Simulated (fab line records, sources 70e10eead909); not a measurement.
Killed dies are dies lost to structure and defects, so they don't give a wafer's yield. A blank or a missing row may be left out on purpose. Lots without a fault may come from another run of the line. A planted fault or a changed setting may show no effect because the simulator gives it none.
fab line records | flow nand_harc
record lots=12 wafers=36 last_day=33
route steps=1302 shown A_STAIRCASE@870 A_SGD_CUT@890 END@1302
lots that met no fault: from a run of the same line without faults
start_h: hours from the record's first day to the start of the lot's first wafer shown | wait_h: hours since the lot's step before | " the same as in the row above | L1.1+2: a row that stands for several wafers | - no value, or no start given | * or withheld: withheld | < > ~ a bound
route shown NAME@n: a module of which the file shows steps, and the number in the route of the first | usual: mean/standard deviation of fault-free wafers | same: alike in all rows | chamber/n: place in a boat | sites: the reading at each site | _std_site: their standard deviation | _edge_site: outer sites' mean less inner sites' | radius_mm: how far each site lies from the wafer's centre | mask NAME#n: copy n | behind: the tool/chamber that last shaped the wafer | hold: why the lot was held/for how many hours/how that ended | device: the transistor (n, p or np) that didn't switch | end of line: the same wafers' tests at the end of the route | a step without rows: its recipe alone | killed: dies lost to structure and defects at the first sort, not the wafer's yield | map: a wafer's dies, x killed, . not, _ none there
set.NAME: the setting as run; set.NAME@STEP: as run at that earlier step | model.NAME: the simulator's own value behind a step, which no gauge read
steps of the route over a sample of lots; a table a step, a row a wafer
services: from which hour (start_h, from the record's first day; less than 0 if before it) a tool's chamber was out of use, for how many hours, and why
## steps
# step NHARC_A_STAIRCASE_ETCH_444
# recipe target_depth_a=2.04e+05 time_s=6800 c4f8_flow_sccm=20 o2_flow_sccm=10 ar_flow_sccm=withheld rf_w=600 bias_w=1000 chemistry=C4F8/O2
# usual oes_product_au=0.936/0.018 rf_vpp_V=806/4.6
# columns lot.wafer tool chamber start_h wait_h oes_product_au rf_hours_counter_h rf_vpp_V
L716.3 rie_diel-02 1 428.34 1.3 0.947 8 815
L716.5 " 2 " " 0.959 - 808
L716.4 " 1 430.23 3.2 0.945 - 817
L718.1 rie_diel-02 1 452.14 0.1 0.927 15 816
L718.4 " 1 454.04 1.9 0.925 - 816
L718.6 " 0 455.30 3.2 0.923 - 801
L717.1 rie_diel-05 3 458.83 0.1 0.919 12 802
L717.4 " 1 " " 0.934 14 808
L717.2 " 2 " " 0.921 11 806
L721.1 rie_diel-02 2 479.92 0.1 0.921 29 808
L721.5 " 0 482.46 2.6 0.939 - 803
L721.4 " 1 " " 0.926 - 815
L723.4 rie_diel-02 1 509.70 0.1 0.931 37 815
L723.2 " 2 " " 0.942 36 809
L723.1 " 0 " " 0.938 40 802
L722.3 rie_diel-04 2 509.86 0.1 0.923 44 800
L722.2 " 3 " " 0.915 44 808
L722.6 " 3 512.26 2.4 0.918 - 807
L728.1 rie_diel-02 0 551.86 0.6 0.927 54 803
L728.2 " 3 553.31 2.0 0.934 24 799
L728.5 " 1 " " 0.926 - 814
L727.3 rie_diel-05 2 552.06 1.0 0.929 45 803
L727.5 " 0 " " 0.923 - 805
L727.6 " 1 " " 0.929 - 810
L729.3 rie_diel-04 2 563.58 0.1 0.952 7 800
L729.4 " 3 566.11 2.6 0.950 - 806
L729.6 " 1 " " 0.939 - 805
L736.4 rie_diel-02 0 635.16 0.1 0.927 15 802
L736.3 " 2 " " 0.932 15 808
L736.2 " 3 " " 0.926 16 799
L737.2 rie_diel-05 3 646.91 0.2 0.930 25 802
L737.1 " 0 " " 0.928 15 806
L737.3 " 2 " " 0.935 24 803
L738.1 rie_diel-02 2 661.07 0.1 0.927 22 807
L738.6 " 2 662.96 1.9 0.926 - 807
L738.5 " 3 " " 0.926 - 797
# step NHARC_A_SGD_CUT_DEP_00
# recipe target_thk_a=500 temp_c=400 target_thk_nm=50 flow_sccm=200 rf_w=450 material=SiNx
# usual heater_power_w=715/110
# columns lot.wafer tool chamber start_h wait_h heater_power_w
L716.3 pecvd-01 0 435.41 0.1 815
L716.5 " 0 " " 842
L716.4 " 2 " " 637
L718.1 pecvd-02 1 463.01 0.1 715
L718.4 " 2 " " 653
L718.6 " 0 " " 583
L717.2 pecvd-02 1 466.07 0.1 872
L717.1 " 0 " " 577
L717.4 " 1 " " 879
L721.1 pecvd-02 2 488.01 0.1 645
L721.5 " 2 " " 643
L721.4 " 1 " " 789
L723.2 pecvd-02 2 516.78 0.1 644
L723.1 " 0 " " 552
L723.4 " 2 " " 629
L722.2 pecvd-01 2 517.10 0.1 634
L722.3 " 0 " " 653
L722.6 " 2 " " 625
L727.3 pecvd-01 2 558.26 0.1 589
L727.5 " 1 " " 764
L727.6 " 2 " " 591
L728.2 pecvd-02 2 559.00 0.1 534
L728.1 " 0 " " 602
L728.5 " 2 " " 538
L729.3 pecvd-01 0 571.72 0.1 774
L729.6 " 1 " " 828
L729.4 " 0 " " 817
L736.3 pecvd-02 1 642.38 0.1 817
L736.2 " 2 " " 576
L736.4 " 0 " " 579
L737.2 pecvd-01 2 655.10 0.1 648
L737.1 " 0 " " 752
L737.3 " 1 " " 753
L738.1 pecvd-02 1 668.14 0.1 753
L738.6 " 1 " " 775
L738.5 " 0 " " 613
# step NHARC_A_SGD_CUT_CD_MEAS_09
# recipe target_cd_nm=100 landing_energy_ev=500
# usual cd_nm=99.9/0.4
# columns lot.wafer tool chamber start_h wait_h cd_nm
L716.3 cd_sem-01 0 436.15 - 99.8
L716.4 " 0 " " 99.9
L716.5 " 0 " " 100.4
L718.1 cd_sem-02 0 463.61 - 99.4
L718.4 " 0 " " 99.9
L718.6 " 0 " " 100.0
L717.1 cd_sem-01 0 466.79 - 99.9
L717.2 " 0 " " 100.0
L717.4 " 0 " " 99.8
L721.1 cd_sem-02 0 488.73 - 99.3
L721.4 " 0 " " 99.6
L721.5 " 0 " " 99.8
L723.1 cd_sem-01 0 517.47 - 100.0
L723.2 " 0 " " 100.0
L723.4 " 0 " " 99.6
L722.2 cd_sem-02 0 517.82 - 99.8
L722.3 " 0 " " 100.0
L722.6 " 0 " " 99.6
L727.3 cd_sem-01 0 558.96 - 99.5
L727.5 " 0 " " 99.2
L727.6 " 0 " " 99.7
L728.1 cd_sem-03 0 559.72 - 99.7
L728.2 " 0 " " 99.9
L728.5 " 0 " " 100.3
L729.3 cd_sem-02 0 572.39 - 99.5
L729.4 " 0 " " 99.6
L729.6 " 0 " " 99.4
L736.2 cd_sem-01 0 643.08 - 100.8
L736.3 " 0 " " 100.6
L736.4 " 0 " " 100.4
L737.1 cd_sem-02 0 655.82 - 100.1
L737.2 " 0 " " 99.0
L737.3 " 0 " " 99.3
L738.1 cd_sem-01 0 668.86 - 99.9
L738.5 " 0 " " 99.7
L738.6 " 0 " " 99.0
# step NHARC_A_SGD_CUT_INSPECT_11
# usual raw_defect_count=61/29
# columns lot.wafer tool chamber start_h wait_h hold raw_defect_count
L716.3 defect_inspect-02 - 436.27 0.0 - 65
L716.4 " - " " - 59
L716.5 " - " " - 64
L718.1 defect_inspect-02 - 463.73 0.0 - 20
L718.4 " - " " - 23
L718.6 " - " " - 17
L717.1 defect_inspect-01 - 466.92 0.0 - 97
L717.2 " - " " - 100
L717.4 " - " " - 108
L721.1 defect_inspect-02 - 488.85 0.0 - 29
L721.4 " - " " - 33
L721.5 " - " " - 26
L723.1 defect_inspect-02 - 517.59 0.0 - 99
L723.2 " - " " - 116
L723.4 " - " " - 92
L722.2 defect_inspect-02 - 517.95 0.0 - 26
L722.3 " - " " - 34
L722.6 " - " " - 34
L727.3 defect_inspect-02 - 559.08 0.0 await_dispo/0.2h/release 1151
L727.5 " - " " await_dispo/0.2h/release 1174
L727.6 " - " " await_dispo/0.2h/release 1215
L727.3 defect_inspect-02 - 559.25 0.2 - 1146
L727.5 " - " " - 1180
L727.6 " - " " - 1224
L728.1 defect_inspect-01 - 559.84 0.0 - 60
L728.2 " - " " - 59
L728.5 " - " " - 57
L729.3 defect_inspect-01 - 572.51 0.0 await_dispo/0.2h/release 1204
L729.4 " - " " await_dispo/0.2h/release 1249
L729.6 " - " " await_dispo/0.2h/release 1233
L729.3 defect_inspect-01 - 572.68 0.2 - 1218
L729.4 " - " " - 1243
L729.6 " - " " - 1246
L736.2 defect_inspect-01 - 643.20 0.0 - 92
L736.3 " - " " - 77
L736.4 " - " " - 92
L737.1 defect_inspect-02 - 655.94 0.0 - 46
L737.2 " - " " - 57
L737.3 " - " " - 64
L738.1 defect_inspect-02 - 668.98 0.0 - 89
L738.5 " - " " - 72
L738.6 " - " " - 79
# step NHARC_A_SGD_CUT_ETCH_15
# recipe target_depth_a=750 time_s=64.3 ch3f_flow_sccm=50 o2_flow_sccm=30 ar_flow_sccm=200 rf_w=500 bias_w=100 chemistry=CH3F/O2
# usual drypump_motor_current_A=5.7/0.4 oes_product_au=0.964/0.014 rf_vpp_V=263.4/1.4 showerhead_plenum_p_Torr=2.43/0.076 throttle_valve_pct=20.664/0.0089
# columns lot.wafer tool chamber start_h wait_h drypump_motor_current_A oes_product_au rf_hours_counter_h rf_vpp_V showerhead_plenum_p_Torr throttle_valve_pct
L716.4 rie_diel-13 3 - - 5.7 0.980 5 262.8 2.40 20.665
L716.3 " 1 " " 5.1 0.965 5 263.1 2.38 20.668
L716.5 " 3 " " 5.7 0.979 - 262.9 2.40 20.682
L718.4 rie_diel-13 0 - - 6.3 0.984 6 264.3 2.39 20.668
L718.1 " 2 " " 5.4 0.964 7 264.7 2.52 20.650
L718.6 " 3 " " 5.7 0.961 - 262.8 2.40 20.656
L717.2 rie_diel-06 3 - - 6.1 0.956 14 262.7 2.41 20.662
L717.1 " 1 " " 5.6 0.951 15 261.8 2.38 20.669
L717.4 " 3 " " 6.1 0.954 - 261.0 2.41 20.668
L721.1 rie_diel-09 1 - - 5.4 0.943 8 261.1 2.31 20.660
L721.4 " 3 " " 5.8 0.976 9 263.8 2.43 20.667
L721.5 " 2 " " 5.7 0.942 - 264.6 2.53 20.658
L723.1 rie_diel-13 0 - - 6.3 0.985 10 264.2 2.39 20.656
L723.2 " 1 " " 5.1 0.970 11 263.6 2.38 20.658
L723.4 " 2 " " 5.4 0.965 10 265.1 2.52 20.673
L722.2 rie_diel-09 1 - - 5.4 0.973 0 261.8 2.31 20.646
L722.3 " 2 " " 5.7 0.949 0 263.8 2.53 20.668
L722.6 " 3 " " 5.8 0.973 - 263.9 2.43 20.648
L728.1 rie_diel-13 0 - - 6.3 0.977 3 263.0 2.39 20.672
L728.2 " 1 " " 5.1 0.958 2 263.3 2.38 20.647
L728.5 " 3 " " 5.8 0.969 - 262.9 2.40 20.661
L727.3 rie_diel-09 2 - - 5.8 0.966 2 264.6 2.53 20.666
L727.6 " 1 " " 5.4 0.969 - 261.8 2.31 20.663
L727.5 " 2 " " 5.8 0.960 - 264.4 2.53 20.663
L729.4 rie_diel-13 3 - - 5.7 0.954 4 263.4 2.40 20.657
L729.3 " 1 " " 5.1 0.983 3 263.1 2.38 20.675
L729.6 " 0 " " 6.4 0.970 - 264.0 2.39 20.677
L736.3 rie_diel-09 0 - - 6.2 0.977 5 267.0 2.57 20.669
L736.4 " 1 " " 5.4 0.977 6 260.4 2.30 20.676
L736.2 " 2 " " 5.7 0.983 5 265.3 2.53 20.662
L737.2 rie_diel-09 1 - - 5.4 0.963 7 261.3 2.30 20.666
L737.3 " 2 " " 5.8 0.960 6 264.5 2.53 20.663
L737.1 " 3 " " 5.7 0.955 5 265.2 2.42 20.654
L738.1 rie_diel-09 0 - - 6.1 0.978 6 266.9 2.57 20.679
L738.5 " 1 " " 5.4 0.956 - 261.1 2.30 20.675
L738.6 " 2 " " 5.8 0.952 - 263.8 2.53 20.646
# step NHARC_END_SORT_01
# recipe temp_c=25
# usual killed_at_array=53/18 killed_at_other=0.9/1.3 killed_at_periphery=4/3.1 killed_dies=58/18 killed_open=3.4/2 killed_short=2.5/1.8
# same gross_dies=677
# columns lot.wafer tool chamber start_h wait_h killed_at_array killed_at_other killed_at_periphery killed_dies killed_open killed_short
L727.3 prober-02 0 720.43 3.1 102 0 3 105 2 2
L727.5 prober-02 0 722.04 3.7 121 0 1 122 0 0
L727.6 prober-02 0 722.85 4.0 106 0 3 109 4 2
L729.3 prober-01 0 727.68 3.1 97 0 7 104 3 5
L729.4 prober-01 0 728.48 3.4 84 1 10 95 4 4
L729.6 prober-01 0 730.08 4.0 120 0 8 128 3 1
# killed by level:class
L727.3 A_SGD_CUT:unspecified=86 A_CHANNEL_HOLE_D2:chamber_film_flake=4 A_SLIT:chamber_film_flake=4 A_CONTACT:chamber_film_flake=3 P_M2:geometric_particle:open=1 A_CHANNEL_FILL_D1:geometric_particle:short=1 A_CHANNEL_FILL_D1:geometric_particle:open=1 A_WL_FILL:geometric_particle:short=1
L727.5 A_SGD_CUT:unspecified=93 A_CHANNEL_HOLE_D2:chamber_film_flake=13 A_CONTACT:chamber_film_flake=7 A_CHANNEL_HOLE_D1:chamber_film_flake=4 A_SLIT:chamber_film_flake=2 P_STI:chamber_film_flake=1 A_WL_FILL:chamber_film_flake=1 A_M1:chamber_film_flake=1
L727.6 A_SGD_CUT:unspecified=87 A_CONTACT:chamber_film_flake=5 A_CHANNEL_HOLE_D2:chamber_film_flake=4 A_CHANNEL_HOLE_D2:geometric_particle:open=2 A_CHANNEL_HOLE_D1:chamber_film_flake=2 P_M2:geometric_particle:open=1 A_ONON_D2:geometric_particle:open=1 A_CHANNEL_FILL_D2:geometric_particle:short=1
L729.3 A_SGD_CUT:unspecified=47 A_CHANNEL_HOLE_D1:chamber_film_flake=32 P_CONTACT:chamber_film_flake=5 A_STAIRCASE:chamber_film_flake=3 A_SLIT:chamber_film_flake=3 A_DECK1_JOINT:geometric_particle:short=2 A_ZERO_WELL:chamber_film_flake=2 P_CONTACT:geometric_particle:open=1
L729.4 A_SGD_CUT:unspecified=51 A_CHANNEL_HOLE_D1:chamber_film_flake=20 P_CONTACT:chamber_film_flake=7 P_M2:chamber_film_flake=3 A_ONON_D1:geometric_particle:short=2 A_STAIRCASE:chamber_film_flake=2 A_SLIT:chamber_film_flake=2 A_WL_FILL:chamber_film_flake=2
L729.6 A_SGD_CUT:unspecified=94 A_CHANNEL_HOLE_D1:chamber_film_flake=19 P_CONTACT:chamber_film_flake=5 A_CHANNEL_FILL_D2:geometric_particle:open=2 P_STI:chamber_film_flake=2 A_STAIRCASE:chamber_film_flake=2 P_GATE:geometric_particle:open=1 A_CHANNEL_FILL_D2:geometric_particle:short=1
## services
# columns tool chamber start_h hours kind
rie_diel-05 - 406.75 9.0 pm
pecvd-02 - 408.31 13.0 pm
rie_diel-09 0 411.04 4.2 repair
rie_diel-02 2 485.22 11.9 repair
pecvd-02 0 491.84 22.6 repair
pecvd-01 - 492.15 13.0 pm
rie_diel-09 - 497.15 9.0 pm
rie_diel-13 3 500.81 2.5 repair
pecvd-02 1 501.37 16.9 repair
rie_diel-13 0 502.74 1.3 repair
rie_diel-09 - 508.76 0.7 repair
rie_diel-04 - 518.10 0.4 repair
rie_diel-13 - 519.00 9.0 pm
rie_diel-04 - 532.73 9.0 pm
rie_diel-04 0 556.36 9.9 repair
rie_diel-02 - 571.95 9.0 pm
rie_diel-09 3 573.69 4.6 repair
rie_diel-05 - 583.79 9.0 pm
pecvd-02 - 589.31 13.0 pm
rie_diel-13 1 603.92 5.6 repair
rie_diel-05 0 610.12 17.1 repair
rie_diel-02 2 614.89 11.9 repair
rie_diel-05 - 651.99 2.0 repair
rie_diel-02 2 655.41 1.4 repair
## key
first_sign step=NHARC_A_SGD_CUT_INSPECT_11 reading=visit direction=added
effect step=NHARC_A_SGD_CUT_INSPECT_11 reading=raw_defect_count direction=up sigmas=40 usual=61 struck=1204
effect step=NHARC_END_SORT_01 reading=killed_at_array direction=up sigmas=2.9 usual=53 struck=105
more_kills_born_at NHARC_A_SGD_CUT_DEP_00@pecvd-01=458
met_at NHARC_A_SGD_CUT_DEP_00
struck_lots L727,L729
tester_left_out L727,L729
not_acting_at NHARC_A_STAIRCASE_ETCH_444,NHARC_A_SGD_CUT_CD_MEAS_09,NHARC_A_SGD_CUT_ETCH_15
onset_between 517.10 558.26
fault kind=chamber_particle_source tool=pecvd-01 chamber=- onset_h=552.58 steps=NHARC_A_SGD_CUT_DEP_00 rate_per_visit_cm2=1.808 end_h=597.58
# tester_left_out: of these lots the tester's yield and bins aren't shown, on N5 and GAA mostly nor the transistor test; their killed dies are dies lost to structure and defects alone, not to doping, threshold or leakage, so they don't give the yield
